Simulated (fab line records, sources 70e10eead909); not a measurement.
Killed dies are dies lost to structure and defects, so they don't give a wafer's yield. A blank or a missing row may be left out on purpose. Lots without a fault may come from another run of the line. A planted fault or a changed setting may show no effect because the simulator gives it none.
fab line records | flow nand_harc
record lots=6 wafers=18 last_day=32
route steps=1302 shown P_M1@311 P_M2@318 END@1302
lots that met no fault: from a run of the same line without faults
start_h: hours from the record's first day to the start of the lot's first wafer shown | wait_h: hours since the lot's step before | " the same as in the row above | L1.1+2: a row that stands for several wafers | - no value, or no start given | * or withheld: withheld | < > ~ a bound
route shown NAME@n: a module of which the file shows steps, and the number in the route of the first | usual: mean/standard deviation of fault-free wafers | same: alike in all rows | chamber/n: place in a boat | sites: the reading at each site | _std_site: their standard deviation | _edge_site: outer sites' mean less inner sites' | radius_mm: how far each site lies from the wafer's centre | mask NAME#n: copy n | behind: the tool/chamber that last shaped the wafer | hold: why the lot was held/for how many hours/how that ended | device: the transistor (n, p or np) that didn't switch | end of line: the same wafers' tests at the end of the route | a step without rows: its recipe alone | killed: dies lost to structure and defects at the first sort, not the wafer's yield | map: a wafer's dies, x killed, . not, _ none there
set.NAME: the setting as run; set.NAME@STEP: as run at that earlier step | model.NAME: the simulator's own value behind a step, which no gauge read
lots at some steps of the route; a table a step, a row a wafer
services: from which hour (start_h, from the record's first day; less than 0 if before it) a tool's chamber was out of use, for how many hours, and why
## steps
# step NHARC_P_M1_CMP_23
# recipe t_overpolish_s=20 target_thk_nm=157.82
# usual motor_current_A=11.9/1.2 slurry_filter_dp_kPa=13.50/0.14 time_to_endpoint_s=28.0/2.6
# columns lot.wafer tool chamber start_h wait_h motor_current_A slurry_filter_dp_kPa time_to_endpoint_s
L437.4 cmp-01 1 208.79 - 12.4 13.33 29.8
L437.1 " 2 " " 11.9 13.73 30.8
L437.6 " 2 " " 12.2 13.34 29.6
L443.2 cmp-02 3 275.96 - 11.5 13.54 26.2
L443.4 " 0 " " 12.1 13.38 24.7
L443.5 " 2 " " 12.0 13.60 29.6
L445.4 cmp-01 0 295.13 - 9.6 13.50 31.0
L445.2 " 2 " " 11.7 13.52 32.2
L445.6 " 3 " " 10.8 13.72 29.9
L446.2 cmp-01 1 296.63 - 13.0 13.78 27.0
L446.4 " 2 " " 12.4 13.58 29.1
L446.5 " 2 " " 11.8 13.63 29.5
L447.2 cmp-01 2 307.74 - 11.5 13.36 27.9
L447.1 " 3 " " 10.8 13.45 28.8
L447.5 " 2 " " 12.2 13.44 28.4
L448.2 cmp-04 0 315.53 - 12.4 13.52 26.4
L448.3 " 2 " " 10.7 13.48 29.2
L448.5 " 0 " " 13.1 13.57 25.7
# step NHARC_P_M1_THK_MEAS_24
# recipe thk_meas_gauge=xrf
# usual thk_nm=157.3/1.4
# columns lot.wafer tool chamber start_h wait_h thk_nm
L437.1 film_metro-01 - 209.10 - 158.1
L437.4 " - " " 157.4
L437.6 " - " " 155.6
L443.2 film_metro-02 - 276.24 - 155.3
L443.4 " - " " 156.1
L443.5 " - " " 158.8
L445.2 film_metro-02 - 295.42 - 156.4
L445.4 " - " " 156.0
L445.6 " - " " 159.8
L446.2 film_metro-01 - 296.94 - 158.8
L446.4 " - " " 155.3
L446.5 " - " " 157.7
L447.1 film_metro-02 - 308.03 - 158.9
L447.2 " - " " 157.8
L447.5 " - " " 157.0
L448.2 film_metro-01 - 315.84 - 157.6
L448.3 " - " " 159.2
L448.5 " - " " 157.4
# step NHARC_P_M1_SRD_25
# step NHARC_P_M1_INSPECT_27
# usual raw_defect_count=307/120
# columns lot.wafer tool chamber start_h wait_h raw_defect_count
L437.1 defect_inspect-02 - 209.26 0.0 320
L437.4 " - " " 410
L437.6 " - " " 247
L443.2 defect_inspect-01 - 276.43 0.0 241
L443.4 " - " " 409
L443.5 " - " " 364
L445.2 defect_inspect-01 - 295.59 0.0 277
L445.4 " - " " 314
L445.6 " - " " 285
L446.2 defect_inspect-02 - 297.10 0.0 327
L446.4 " - " " 340
L446.5 " - " " 302
L447.1 defect_inspect-02 - 308.18 0.0 327
L447.2 " - " " 257
L447.5 " - " " 239
L448.2 defect_inspect-01 - 316.04 0.0 248
L448.3 " - " " 435
L448.5 " - " " 294
# step NHARC_P_M1_PRE_CLEAN_32
# recipe time_s=12 temp_c=370 rf_power_w=300 gas=NH3
# usual heater_power_w=597/88
# columns lot.wafer tool chamber start_h wait_h heater_power_w
L437.1 pecvd-03 2 209.33 0.1 646
L437.6 " 0 " " 491
L437.4 " 1 " " 583
L443.2 pecvd-03 1 276.49 0.1 657
L443.4 " 1 " " 633
L443.5 " 2 " " 658
L445.2 pecvd-03 2 295.67 0.1 649
L445.6 " 2 " " 670
L445.4 " 0 " " 435
L446.2 pecvd-03 2 297.18 0.1 679
L446.4 " 1 " " 612
L446.5 " 0 " " 491
L447.2 pecvd-02 1 308.26 0.1 621
L447.1 " 2 " " 579
L447.5 " 0 " " 680
L448.2 pecvd-03 1 316.11 0.1 643
L448.3 " 2 " " 711
L448.5 " 2 " " 711
# step NHARC_P_M1_DEP_33
# recipe target_thk_a=300 temp_c=370 target_thk_nm=30 pressure_torr=3 flow_sccm=200 rf_w=450 material=SiCN
# usual heater_power_w=548/94
# columns lot.wafer tool chamber start_h wait_h heater_power_w
L437.1 pecvd-03 2 209.41 0.1 679
L437.6 " 0 " " 388
L437.4 " 1 " " 587
L443.2 pecvd-03 1 276.57 0.1 573
L443.4 " 1 " " 564
L443.5 " 2 " " 667
L445.2 pecvd-03 2 295.78 0.1 653
L445.6 " 2 " " 673
L445.4 " 0 " " 390
L446.2 pecvd-03 2 297.29 0.1 670
L446.4 " 1 " " 579
L446.5 " 0 " " 362
L447.2 pecvd-02 1 308.37 0.1 537
L447.1 " 2 " " 525
L447.5 " 0 " " 665
L448.2 pecvd-03 1 316.19 0.1 546
L448.3 " 2 " " 598
L448.5 " 2 " " 605
# step NHARC_P_M2_DEP_00
# recipe target_thk_a=1825 target_thk_nm=182.5 temp_c=withheld pressure_torr=5 flow_sccm=200 rf_w=600 material=SiOC
# step NHARC_P_M2_DEHYDRATE_01
# recipe temp_c=150 time_s=120
# step NHARC_P_M2_HMDS_02
# recipe time_s=30
# step NHARC_P_M2_COAT_34
# recipe temp_c=200 time_s=65
# step NHARC_P_M2_COAT_03
# recipe spin_rpm=1500 resist_thk_nm=90
# step NHARC_P_M2_SOFTBAKE_04
# recipe temp_c=105 time_s=55
# usual heater_power_total_W=188.47/0.14
# columns lot.wafer tool chamber start_h wait_h heater_power_total_W
L437.1 litho_track-06 0 210 - 188.42
L437.4 " 0 " " 188.44
L437.6 " 0 " " 188.49
L443.2 litho_track-04 0 277 - 188.28
L443.4 " 0 " " 188.34
L443.5 " 0 " " 188.52
L445.2 litho_track-06 0 296 - 188.45
L445.4 " 0 " " 188.72
L445.6 " 0 " " 188.42
L446.2 litho_track-06 0 298 - 188.52
L446.4 " 0 " " 188.32
L446.5 " 0 " " 188.27
L447.1 litho_track-04 0 309 - 212.59
L447.2 " 0 " " 212.73
L447.5 " 0 " " 212.43
L448.2 litho_track-04 0 316 - 212.54
L448.3 " 0 " " 212.85
L448.5 " 0 " " 212.45
# step NHARC_P_M2_EBR_05
# step NHARC_END_SORT_01
# recipe temp_c=25
# usual defect_limited_yield=91.4/2.7 killed_at_array=53/18 killed_at_other=0.8/1.1 killed_at_periphery=4.1/2.7 killed_dies=58/18 killed_open=3.1/1.7 killed_short=2.7/1.7 sort_bin_2_pct=3.0/1.2 sort_bin_3_pct=0.6/0.37 sort_bin_4_pct=4.9/1.5 sort_n_pass=619/18 sort_rim_yield_pct=91/4.1 sort_yield_pct=91.4/2.7
# same gross_dies=677 sort_bin_5_pct[%]=0 sort_bin_6_pct[%]=0 sort_bin_7_pct[%]=0 sort_bin_8_pct[%]=0 sort_rim_n_gross=106.00
# columns lot.wafer tool chamber start_h wait_h defect_limited_yield[%] killed_at_array killed_at_other killed_at_periphery killed_dies killed_open killed_short sort_bin_2_pct[%] sort_bin_3_pct[%] sort_bin_4_pct[%] sort_n_pass sort_rim_yield_pct[%] sort_yield_pct[%]
L437.1 prober-01 0 657.24 2.5 88.9 70 1 4 75 3 3 3.4 0.6 7.1 602 83 88.9
L437.4 prober-01 0 659.66 3.4 89.1 69 1 4 74 2 1 4.0 1.0 5.9 603 87 89.1
L437.6 prober-01 0 661.27 4.0 83.5 109 1 2 112 4 6 7.7 1.0 7.8 565 96 83.5
L443.2 prober-02 0 699.19 3.1 94.8 34 0 1 35 2 1 1.5 0.3 3.4 642 94 94.8
L443.4 prober-02 0 700.79 3.7 93.6 40 1 2 43 4 2 1.9 0.1 4.3 634 92 93.6
L443.5 prober-02 0 701.59 4.0 93.5 43 0 1 44 3 4 1.5 0.3 4.7 633 91 93.5
L446.2 prober-02 0 734.21 2.8 95.1 26 6 1 33 2 3 1.2 0.3 3.4 644 94 95.1
L446.4 prober-02 0 735.77 3.3 95.3 28 4 0 32 3 1 1.0 0.3 3.4 645 96 95.3
L446.5 prober-02 0 736.55 3.6 95.1 30 2 1 33 5 6 1.8 0.1 3.0 644 100 95.1
L448.2 prober-01 0 753.66 2.8 90.4 64 0 1 65 1 1 4.4 0.9 4.3 612 86 90.4
L448.3 prober-01 0 754.45 3.1 85.5 93 1 4 98 3 5 6.6 0.4 7.4 579 90 85.5
L448.5 prober-01 0 756.02 3.7 85.2 94 0 6 100 4 2 5.5 1.3 8.0 577 89 85.2
L447.1 prober-01 0 762.33 2.5 95.0 30 2 2 34 2 1 2.1 0.4 2.5 643 90 95.0
L447.2 prober-01 0 763.14 2.8 94.8 26 1 8 35 3 2 1.2 0.1 3.8 642 95 94.8
L447.5 prober-01 0 765.55 3.7 94.4 33 3 2 38 5 3 1.3 0.4 3.8 639 92 94.4
# killed by level:class
L437.1 A_SLIT:chamber_film_flake=21 A_CHANNEL_HOLE_D1:chamber_film_flake=15 A_CHANNEL_HOLE_D2:chamber_film_flake=11 A_STAIRCASE:chamber_film_flake=11 A_CONTACT:chamber_film_flake=5 A_ONON_D1:geometric_particle:short=2 A_DECK1_JOINT:chamber_film_flake=2 P_GATE:geometric_particle:short=1
L437.4 A_CHANNEL_HOLE_D1:chamber_film_flake=29 A_SLIT:chamber_film_flake=19 A_CHANNEL_HOLE_D2:chamber_film_flake=7 A_STAIRCASE:chamber_film_flake=6 A_CONTACT:chamber_film_flake=4 P_STI:chamber_film_flake=2 P_CONTACT:geometric_particle:short=1 A_SOURCE_PLATE:geometric_particle:open=1
L437.6 A_SLIT:chamber_film_flake=38 A_CHANNEL_HOLE_D1:chamber_film_flake=36 A_STAIRCASE:chamber_film_flake=13 A_CHANNEL_HOLE_D2:chamber_film_flake=9 A_CHANNEL_FILL_D1:geometric_particle:short=2 A_M0:geometric_particle:short=2 A_DECK1_JOINT:chamber_film_flake=2 P_GATE:geometric_particle:open=1
L443.2 A_CHANNEL_HOLE_D2:chamber_film_flake=18 A_CHANNEL_HOLE_D1:chamber_film_flake=6 A_SLIT:chamber_film_flake=3 A_CHANNEL_FILL_D1:chamber_film_flake=2 A_WL_FILL:chamber_film_flake=2 P_GATE:geometric_particle:open=1 A_ONON_D2:geometric_particle:open=1 A_SLIT:geometric_particle:short=1
L443.4 A_CHANNEL_HOLE_D2:chamber_film_flake=15 A_CHANNEL_HOLE_D1:chamber_film_flake=9 A_WL_FILL:chamber_film_flake=4 A_DECK1_JOINT:chamber_film_flake=3 A_CHANNEL_FILL_D1:chamber_film_flake=2 A_CONTACT:chamber_film_flake=2 P_CONTACT:geometric_particle:short=1 P_M0:geometric_particle:short=1
L443.5 A_CHANNEL_HOLE_D1:chamber_film_flake=14 A_CHANNEL_HOLE_D2:chamber_film_flake=13 A_WL_FILL:chamber_film_flake=4 A_SLIT:chamber_film_flake=2 P_GATE:geometric_particle:short=1 A_CHANNEL_FILL_D1:geometric_particle:open=1 A_DECK1_JOINT:geometric_particle:short=1 A_ONON_D2:geometric_particle:short=1
L446.2 A_CHANNEL_HOLE_D1:chamber_film_flake=9 A_SLIT:chamber_film_flake=7 THIN_TSV:chamber_film_flake=4 STARTING-WAFER:geometric_particle:short=2 A_DECK1_JOINT:chamber_film_flake=2 A_CHANNEL_HOLE_D2:chamber_film_flake=2 A_STAIRCASE:chamber_film_flake=2 P_M0:geometric_particle:open=1
L446.4 A_CHANNEL_HOLE_D1:chamber_film_flake=7 A_SLIT:chamber_film_flake=7 A_CHANNEL_HOLE_D2:chamber_film_flake=4 THIN_TSV:chamber_film_flake=4 A_CONTACT:chamber_film_flake=3 A_M0:chamber_film_flake=2 A_ONON_D1:geometric_particle:open=1 A_CHANNEL_FILL_D2:geometric_particle:open=1
L446.5 A_CHANNEL_HOLE_D1:chamber_film_flake=7 A_SLIT:chamber_film_flake=7 A_CHANNEL_FILL_D2:geometric_particle:open=3 A_CONTACT:chamber_film_flake=2 THIN_TSV:chamber_film_flake=2 A_CHANNEL_FILL_D1:geometric_particle:short=1 A_ONON_D2:geometric_particle:short=1 A_SGD_CUT:geometric_particle:short=1
L448.2 A_CHANNEL_HOLE_D2:chamber_film_flake=28 A_SLIT:chamber_film_flake=21 A_CHANNEL_HOLE_D1:chamber_film_flake=11 A_SLIT:geometric_particle:short=1 A_BLC:geometric_particle:open=1 P_GATE:chamber_film_flake=1 A_CHANNEL_FILL_D1:chamber_film_flake=1 A_CONTACT:chamber_film_flake=1
L448.3 A_CHANNEL_HOLE_D1:chamber_film_flake=35 A_CHANNEL_HOLE_D2:chamber_film_flake=28 A_SLIT:chamber_film_flake=18 A_CONTACT:chamber_film_flake=6 P_CONTACT:geometric_particle:open=1 P_M0:geometric_particle:open=1 P_M2:geometric_particle:short=1 A_ONON_D1:geometric_particle:short=1
L448.5 A_CHANNEL_HOLE_D1:chamber_film_flake=35 A_CHANNEL_HOLE_D2:chamber_film_flake=25 A_SLIT:chamber_film_flake=24 A_CONTACT:chamber_film_flake=5 P_M0:geometric_particle:open=2 A_ZERO_WELL:chamber_film_flake=2 P_CONTACT:geometric_particle:open=1 P_M0:geometric_particle:short=1
L447.1 A_CHANNEL_HOLE_D1:chamber_film_flake=12 A_SLIT:chamber_film_flake=7 A_ZERO_WELL:chamber_film_flake=4 A_CONTACT:chamber_film_flake=3 P_M1:chamber_film_flake=2 A_WL_FILL:geometric_particle:short=1 A_CONTACT:geometric_particle:open=1 STARTING-WAFER:geometric_particle:open=1
L447.2 A_SLIT:chamber_film_flake=9 A_CHANNEL_HOLE_D1:chamber_film_flake=8 P_GATE:chamber_film_flake=2 P_M1:chamber_film_flake=2 A_ZERO_WELL:chamber_film_flake=2 A_STAIRCASE:chamber_film_flake=2 A_CONTACT:chamber_film_flake=2 P_STI:geometric_particle:open=1
L447.5 A_CHANNEL_HOLE_D1:chamber_film_flake=10 A_SLIT:chamber_film_flake=7 A_CONTACT:chamber_film_flake=3 THIN_TSV:chamber_film_flake=3 A_ONON_D1:geometric_particle:short=2 A_CHANNEL_FILL_D2:chamber_film_flake=2 A_STAIRCASE:chamber_film_flake=2 A_ONON_D1:geometric_particle:open=1
## services
# columns tool chamber start_h hours kind
pecvd-03 - 185.18 13.0 pm
pecvd-03 0 185.18 13.0 vent_cycle
pecvd-03 1 185.18 13.0 vent_cycle
pecvd-03 2 185.18 13.0 vent_cycle
cmp-01 - 185.63 4.0 pm
cmp-01 - 189.63 - consumable_replace:conditioner
cmp-01 - 189.63 - consumable_replace:pad
cmp-02 - 191.70 1.5 repair
pecvd-03 0 198.18 - clean
pecvd-03 1 198.18 - clean
pecvd-03 2 198.18 - clean
cmp-01 - 200.94 0.9 repair
litho_track-04 - 203.00 7.0 pm
cmp-04 - 209.02 4.0 pm
pecvd-02 - 227.06 13.0 pm
cmp-01 - 229.03 0.4 repair
cmp-02 - 232.50 4.0 pm
cmp-04 - 273.50 1.3 repair
cmp-01 - 283.63 4.0 pm
cmp-01 - 287.63 - consumable_replace:conditioner
cmp-01 - 287.63 - consumable_replace:pad
cmp-02 - 288.65 0.3 repair
cmp-01 - 301.89 0.2 repair
cmp-04 - 307.02 4.0 pm
## key
first_sign step=NHARC_P_M2_SOFTBAKE_04 reading=heater_power_total_W direction=up sigmas=99+ usual=* struck=*
effect none on later readings
met_at NHARC_P_M2_SOFTBAKE_04
struck_wafers L447.1,L447.2,L447.5,L448.2,L448.3,L448.5
onset_between 277 309
fault kind=process_parameter_drift tool=litho_track-04 chamber=- onset_h=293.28 steps=NHARC_P_M2_SOFTBAKE_04 channel=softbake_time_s offset=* shape=step end_h=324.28 acts_in=* stated=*
